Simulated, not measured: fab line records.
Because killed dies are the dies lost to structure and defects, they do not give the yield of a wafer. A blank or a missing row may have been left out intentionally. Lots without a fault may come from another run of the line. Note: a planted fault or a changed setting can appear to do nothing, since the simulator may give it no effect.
Which tool was responsible? | flow nandHarc | 24 lots, 72 wafers sampled, at 6 steps of a route of 1159

== WHAT EACH GAUGE READ, for each wafer ==
Not one reading of a measure or inspect step in the record can be checked against a usual standard deviation.

== WHAT TOOL EACH LOT RAN ON (gives the tool, then ch and the chambers of the sampled wafers, and finally the start) ==
lot  | NHARC_A_BLC_DEGAS_30        | NHARC_A_M0_PRE_CLEAN_29                | NHARC_A_M0_PVD_20                      | NHARC_A_M0_ANNEAL_30            | NHARC_A_M0_CMP_23             | NHARC_A_M1_ANNEAL_31
L074 | pvdSputter-01, day 17 15:55 | pvdSputter-01, day 18 07:37 or earlier | pvdSputter-01, day 18 07:37 or earlier | rtpAnneal-02 ch 0, day 18 07:37 | cmp-01 ch 0,3, day 18 07:58   | rtpAnneal-01 ch 0, day 18 11:50
L076 | pvdSputter-02, day 18 11:58 | pvdSputter-01, day 18 16:13 or earlier | pvdSputter-01, day 18 16:13 or earlier | rtpAnneal-02 ch 0, day 18 16:13 | cmp-03 ch 0,1,3, day 18 16:29 | rtpAnneal-01 ch 0, day 18 20:55
L078 | pvdSputter-03, day 18 16:56 | pvdSputter-01, day 18 22:58 or earlier | pvdSputter-01, day 18 22:58 or earlier | rtpAnneal-01 ch 0, day 18 22:58 | cmp-02 ch 1,2, day 18 23:20   | rtpAnneal-02 ch 0, day 19 03:08
L075 | pvdSputter-02, day 18 22:20 | pvdSputter-01, day 19 02:29 or earlier | pvdSputter-01, day 19 02:29 or earlier | rtpAnneal-02 ch 0, day 19 02:29 | cmp-02 ch 0,3, day 19 02:49   | rtpAnneal-01 ch 0, day 19 06:44
L077 | pvdSputter-01, day 19 02:59 | pvdSputter-03, day 19 14:56 or earlier | pvdSputter-03, day 19 14:56 or earlier | rtpAnneal-01 ch 0, day 19 14:56 | cmp-02 ch 0,1, day 19 15:09   | rtpAnneal-02 ch 0, day 19 19:10
L081 | pvdSputter-02, day 19 04:19 | pvdSputter-02, day 19 15:14 or earlier | pvdSputter-02, day 19 15:14 or earlier | rtpAnneal-02 ch 0, day 19 15:14 | cmp-03 ch 0,1,2, day 19 15:34 | rtpAnneal-01 ch 0, day 19 19:26
L080 | pvdSputter-03, day 19 18:31 | pvdSputter-02, day 20 01:34 or earlier | pvdSputter-02, day 20 01:34 or earlier | rtpAnneal-01 ch 0, day 20 01:34 | cmp-02 ch 2,3, day 20 01:55   | rtpAnneal-02 ch 0, day 20 05:46
L082 | pvdSputter-02, day 19 19:59 | pvdSputter-02, day 20 02:18 or earlier | pvdSputter-02, day 20 02:18 or earlier | rtpAnneal-01 ch 0, day 20 02:18 | cmp-03 ch 0,1,3, day 20 02:41 | rtpAnneal-02 ch 0, day 20 06:33
L079 | pvdSputter-01, day 19 22:41 | pvdSputter-01, day 20 05:32 or earlier | pvdSputter-01, day 20 05:32 or earlier | rtpAnneal-01 ch 0, day 20 05:32 | cmp-03 ch 1,2,3, day 20 05:51 | rtpAnneal-01 ch 0, day 20 09:41
L084 | pvdSputter-01, day 20 00:54 | pvdSputter-02, day 20 06:05 or earlier | pvdSputter-02, day 20 06:05 or earlier | rtpAnneal-02 ch 0, day 20 06:05 | cmp-03 ch 0,2,3, day 20 06:26 | rtpAnneal-01 ch 0, day 20 10:35
L083 | pvdSputter-01, day 20 02:22 | pvdSputter-01, day 20 07:11 or earlier | pvdSputter-01, day 20 07:11 or earlier | rtpAnneal-02 ch 0, day 20 07:11 | cmp-01 ch 1,3, day 20 07:32   | rtpAnneal-01 ch 0, day 20 11:47
L086 | pvdSputter-01, day 20 05:52 | pvdSputter-03, day 20 15:43 or earlier | pvdSputter-03, day 20 15:43 or earlier | rtpAnneal-01 ch 0, day 20 15:43 | cmp-01 ch 0,2,3, day 20 16:01 | rtpAnneal-02 ch 0, day 20 19:54
L085 | pvdSputter-01, day 20 07:44 | pvdSputter-02, day 20 16:10 or earlier | pvdSputter-02, day 20 16:10 or earlier | rtpAnneal-02 ch 0, day 20 16:10 | cmp-03 ch 0,2,3, day 20 16:34 | rtpAnneal-02 ch 0, day 20 20:31
L087 | pvdSputter-02, day 20 09:19 | pvdSputter-03, day 20 19:06 or earlier | pvdSputter-03, day 20 19:06 or earlier | rtpAnneal-02 ch 0, day 20 19:06 | cmp-02 ch 2,3, day 20 19:17   | rtpAnneal-02 ch 0, day 20 23:12
L089 | pvdSputter-03, day 21 02:29 | pvdSputter-03, day 21 16:05 or earlier | pvdSputter-03, day 21 16:05 or earlier | rtpAnneal-01 ch 0, day 21 16:05 | cmp-03 ch 0,1,3, day 21 16:29 | rtpAnneal-02 ch 0, day 21 20:34
L091 | pvdSputter-02, day 21 19:43 | pvdSputter-02, day 21 23:56 or earlier | pvdSputter-02, day 21 23:56 or earlier | rtpAnneal-02 ch 0, day 21 23:56 | cmp-02 ch 2,3, day 22 00:13   | rtpAnneal-01 ch 0, day 22 04:07
L093 | pvdSputter-03, day 21 21:02 | pvdSputter-03, day 22 02:28 or earlier | pvdSputter-03, day 22 02:28 or earlier | rtpAnneal-01 ch 0, day 22 02:28 | cmp-01 ch 0,2,3, day 22 02:47 | rtpAnneal-01 ch 0, day 22 07:08
L088 | pvdSputter-01, day 21 22:04 | pvdSputter-01, day 22 03:41 or earlier | pvdSputter-01, day 22 03:41 or earlier | rtpAnneal-02 ch 0, day 22 03:41 | cmp-01 ch 1,3, day 22 03:58   | rtpAnneal-02 ch 0, day 22 07:53
L090 | pvdSputter-03, day 22 01:00 | pvdSputter-02, day 22 07:28 or earlier | pvdSputter-02, day 22 07:28 or earlier | rtpAnneal-01 ch 0, day 22 07:28 | cmp-03 ch 0,2,3, day 22 07:49 | rtpAnneal-01 ch 0, day 22 11:33
L092 | pvdSputter-01, day 22 02:53 | pvdSputter-01, day 22 09:24 or earlier | pvdSputter-01, day 22 09:24 or earlier | rtpAnneal-01 ch 0, day 22 09:24 | cmp-02 ch 0,1,3, day 22 09:45 | rtpAnneal-01 ch 0, day 22 13:28
L096 | pvdSputter-01, day 22 07:47 | pvdSputter-03, day 22 14:53 or earlier | pvdSputter-03, day 22 14:53 or earlier | rtpAnneal-01 ch 0, day 22 14:53 | cmp-02 ch 0,2, day 22 15:13   | rtpAnneal-01 ch 0, day 22 19:26
L094 | pvdSputter-03, day 22 08:30 | pvdSputter-02, day 22 16:49 or earlier | pvdSputter-02, day 22 16:49 or earlier | rtpAnneal-01 ch 0, day 22 16:49 | cmp-03 ch 1,2,3, day 22 17:11 | rtpAnneal-02 ch 0, day 22 20:53
L095 | pvdSputter-02, day 22 15:05 | pvdSputter-02, day 22 21:43 or earlier | pvdSputter-02, day 22 21:43 or earlier | rtpAnneal-01 ch 0, day 22 21:43 | cmp-02 ch 2,3, day 22 22:02   | rtpAnneal-01 ch 0, day 23 02:02
L097 | pvdSputter-01, day 23 08:13 | pvdSputter-02, day 23 13:17 or earlier | pvdSputter-02, day 23 13:17 or earlier | rtpAnneal-01 ch 0, day 23 13:17 | cmp-03 ch 0,2,3, day 23 13:37 | rtpAnneal-01 ch 0, day 23 17:29
- NHARC_A_BLC_DEGAS_30: time 60 s.
- NHARC_A_M0_PRE_CLEAN_29: time 30 s.
- NHARC_A_M0_PVD_20: deposits TaN, target thk 5 nm, time 8.06 s.
- NHARC_A_M0_ANNEAL_30: time 90 s.
- NHARC_A_M0_CMP_23: polishes, t overpolish 20 s, target thk 113.75 nm.
- NHARC_A_M1_ANNEAL_31: time 90 s.

== AS READ BY THE TOOLS THEMSELVES (means over the sampled wafers that have a number; for cases with no such wafer, the mark the record gives instead) ==
NHARC_A_BLC_DEGAS_30. Usual: heaterPowerW reads 494 W (standard deviation 62).
lot  | tool          | heaterPowerW (W) | flag
L074 | pvdSputter-01 | 514              | 
L076 | pvdSputter-02 | 490              | 
L078 | pvdSputter-03 | 530              | 
L075 | pvdSputter-02 | 512              | 
L077 | pvdSputter-01 | 471              | 
L081 | pvdSputter-02 | 440              | 
L080 | pvdSputter-03 | 485              | 
L082 | pvdSputter-02 | 492              | 
L079 | pvdSputter-01 | 499              | 
L084 | pvdSputter-01 | 505              | 
L083 | pvdSputter-01 | 498              | 
L086 | pvdSputter-01 | 493              | 
L085 | pvdSputter-01 | 499              | 
L087 | pvdSputter-02 | 502              | 
L089 | pvdSputter-03 | 488              | 
L091 | pvdSputter-02 | 589              | 
L093 | pvdSputter-03 | 502              | 
L088 | pvdSputter-01 | 472              | 
L090 | pvdSputter-03 | 486              | 
L092 | pvdSputter-01 | 493              | 
L096 | pvdSputter-01 | 476              | 
L094 | pvdSputter-03 | 439              | 
L095 | pvdSputter-02 | 444              | 
L097 | pvdSputter-01 | 499              | 

NHARC_A_M0_PRE_CLEAN_29. Usual: heaterPowerW reads 431 W (standard deviation 60).
lot  | tool          | heaterPowerW (W) | flag
L074 | pvdSputter-01 | 428              | 
L076 | pvdSputter-01 | 440              | 
L078 | pvdSputter-01 | 456              | 
L075 | pvdSputter-01 | 412              | 
L077 | pvdSputter-03 | 447              | 
L081 | pvdSputter-02 | 467              | 
L080 | pvdSputter-02 | 371              | 
L082 | pvdSputter-02 | 430              | 
L079 | pvdSputter-01 | 403              | 
L084 | pvdSputter-02 | 456              | 
L083 | pvdSputter-01 | 408              | 
L086 | pvdSputter-03 | 445              | 
L085 | pvdSputter-02 | 461              | 
L087 | pvdSputter-03 | 466              | 
L089 | pvdSputter-03 | 420              | 
L091 | pvdSputter-02 | 398              | 
L093 | pvdSputter-03 | 481              | 
L088 | pvdSputter-01 | 433              | 
L090 | pvdSputter-02 | 452              | 
L092 | pvdSputter-01 | 415              | 
L096 | pvdSputter-03 | 425              | 
L094 | pvdSputter-02 | 439              | 
L095 | pvdSputter-02 | 399              | 
L097 | pvdSputter-02 | 447              | 

NHARC_A_M0_PVD_20. Usual: throttleValvePct reads 29.9 % (standard deviation 0.96).
lot  | tool          | throttleValvePct (%) | flag
L074 | pvdSputter-01 | 29.4                 | 
L076 | pvdSputter-01 | 29.4                 | 
L078 | pvdSputter-01 | 28.5                 | 
L075 | pvdSputter-01 | 30.1                 | 
L077 | pvdSputter-03 | 30.5                 | 
L081 | pvdSputter-02 | 30.0                 | 
L080 | pvdSputter-02 | 29.9                 | 
L082 | pvdSputter-02 | 29.7                 | 
L079 | pvdSputter-01 | 29.9                 | 
L084 | pvdSputter-02 | 29.6                 | 
L083 | pvdSputter-01 | 29.2                 | 
L086 | pvdSputter-03 | 30.4                 | 
L085 | pvdSputter-02 | 30.2                 | 
L087 | pvdSputter-03 | 29.8                 | 
L089 | pvdSputter-03 | 29.7                 | 
L091 | pvdSputter-02 | 30.3                 | 
L093 | pvdSputter-03 | 30.5                 | 
L088 | pvdSputter-01 | 29.2                 | 
L090 | pvdSputter-02 | 29.7                 | 
L092 | pvdSputter-01 | 29.9                 | 
L096 | pvdSputter-03 | 30.6                 | 
L094 | pvdSputter-02 | 30.3                 | 
L095 | pvdSputter-02 | 30.1                 | 
L097 | pvdSputter-02 | 30.1                 | 

NHARC_A_M0_ANNEAL_30. Usual: wafer_temp_C_max reads 225.78 (standard deviation 0.25).
lot  | tool         | wafer_temp_C_max | flag
L074 | rtpAnneal-02 | 225.61           | 
L076 | rtpAnneal-02 | 225.70           | 
L078 | rtpAnneal-01 | 225.98           | 
L075 | rtpAnneal-02 | 225.66           | 
L077 | rtpAnneal-01 | 226.00           | 
L081 | rtpAnneal-02 | 225.35           | 
L080 | rtpAnneal-01 | 225.95           | 
L082 | rtpAnneal-01 | 225.60           | 
L079 | rtpAnneal-01 | 225.95           | 
L084 | rtpAnneal-02 | 225.60           | 
L083 | rtpAnneal-02 | 225.74           | 
L086 | rtpAnneal-01 | 225.64           | 
L085 | rtpAnneal-02 | 225.58           | 
L087 | rtpAnneal-02 | 225.68           | 
L089 | rtpAnneal-01 | 225.85           | 
L091 | rtpAnneal-02 | 225.63           | 
L093 | rtpAnneal-01 | 225.79           | 
L088 | rtpAnneal-02 | 225.72           | 
L090 | rtpAnneal-01 | 225.85           | 
L092 | rtpAnneal-01 | 226.17           | 
L096 | rtpAnneal-01 | 225.74           | 
L094 | rtpAnneal-01 | 225.89           | 
L095 | rtpAnneal-01 | 225.82           | 
L097 | rtpAnneal-01 | 225.65           | 

NHARC_A_M0_CMP_23. Usual: motorCurrentA 11.8 A, standard deviation 1; slurryFilterDpKPa 13.52 kPa, standard deviation 0.14; timeToEndpointS 28.8 s, standard deviation 2.8.
lot  | tool   | motorCurrentA (A) | slurryFilterDpKPa (kPa) | timeToEndpointS (s) | flag
L074 | cmp-01 | 11.8              | 13.56                   | 30.1                | 
L076 | cmp-03 | 11.0              | 13.71                   | 31.3                | 
L078 | cmp-02 | 11.2              | 13.53                   | 29.5                | 
L075 | cmp-02 | 12.0              | 13.41                   | 25.8                | 
L077 | cmp-02 | 12.6              | 13.58                   | 31.8                | 
L081 | cmp-03 | 11.6              | 13.45                   | 29.4                | 
L080 | cmp-02 | 11.4              | 13.55                   | 28.0                | 
L082 | cmp-03 | 11.1              | 13.45                   | 28.9                | 
L079 | cmp-03 | 11.5              | 13.51                   | 27.4                | 
L084 | cmp-03 | 11.5              | 13.61                   | 27.7                | 
L083 | cmp-01 | 12.3              | 13.49                   | 30.1                | 
L086 | cmp-01 | 12.3              | 13.48                   | 28.1                | 
L085 | cmp-03 | 11.6              | 13.50                   | 27.3                | 
L087 | cmp-02 | 11.2              | 13.65                   | 31.6                | 
L089 | cmp-03 | 10.9              | 13.62                   | 30.2                | 
L091 | cmp-02 | 11.5              | 13.52                   | 26.9                | 
L093 | cmp-01 | 12.3              | 13.44                   | 28.6                | 
L088 | cmp-01 | 13.3              | 13.41                   | 27.5                | 
L090 | cmp-03 | 11.7              | 13.44                   | 26.6                | 
L092 | cmp-02 | 12.4              | 13.48                   | 29.6                | 
L096 | cmp-02 | 12.5              | 13.55                   | 26.1                | 
L094 | cmp-03 | 12.1              | 13.62                   | 27.0                | 
L095 | cmp-02 | 10.8              | 13.62                   | 31.2                | 
L097 | cmp-03 | 11.6              | 13.50                   | 27.8                | 

NHARC_A_M1_ANNEAL_31. Usual: wafer_temp_C_max reads 225.81 (standard deviation 0.24).
lot  | tool         | wafer_temp_C_max | flag
L074 | rtpAnneal-01 | 226.06           | 
L076 | rtpAnneal-01 | 226.01           | 
L078 | rtpAnneal-02 | 225.52           | 
L075 | rtpAnneal-01 | 226.03           | 
L077 | rtpAnneal-02 | 225.52           | 
L081 | rtpAnneal-01 | 225.90           | 
L080 | rtpAnneal-02 | 225.72           | 
L082 | rtpAnneal-02 | 225.33           | 
L079 | rtpAnneal-01 | 226.09           | 
L084 | rtpAnneal-01 | 225.74           | 
L083 | rtpAnneal-01 | 225.88           | 
L086 | rtpAnneal-02 | 225.60           | 
L085 | rtpAnneal-02 | 225.91           | 
L087 | rtpAnneal-02 | 225.85           | 
L089 | rtpAnneal-02 | 225.68           | 
L091 | rtpAnneal-01 | 225.83           | 
L093 | rtpAnneal-01 | 226.02           | 
L088 | rtpAnneal-02 | 225.52           | 
L090 | rtpAnneal-01 | 226.16           | 
L092 | rtpAnneal-01 | 226.07           | 
L096 | rtpAnneal-01 | 225.76           | 
L094 | rtpAnneal-02 | 225.65           | 
L095 | rtpAnneal-01 | 225.86           | 
L097 | rtpAnneal-01 | 225.71           | 

== THE ANSWER, worked out from the rows above alone ==
Rule: a lot counts as off when the mean over its wafers that have a number is more than 3 standard deviations away from the usual mean. A lot without any number at a reading at which 4 lots or more have one is off too. Where the step has rows for the other lots, those lots are counted as sound. The gauges are gone through in route order, then the tools' own readings, and for those a lot's mean is taken as printed above. At the first step where some lot is off, the reading lying furthest off is the one used; lots without a number count as furthest.
Across all readings shown, no lot is off: no conclusion can be drawn from this.

== WHAT HAD BEEN PUT IN BY THE SIMULATOR ==
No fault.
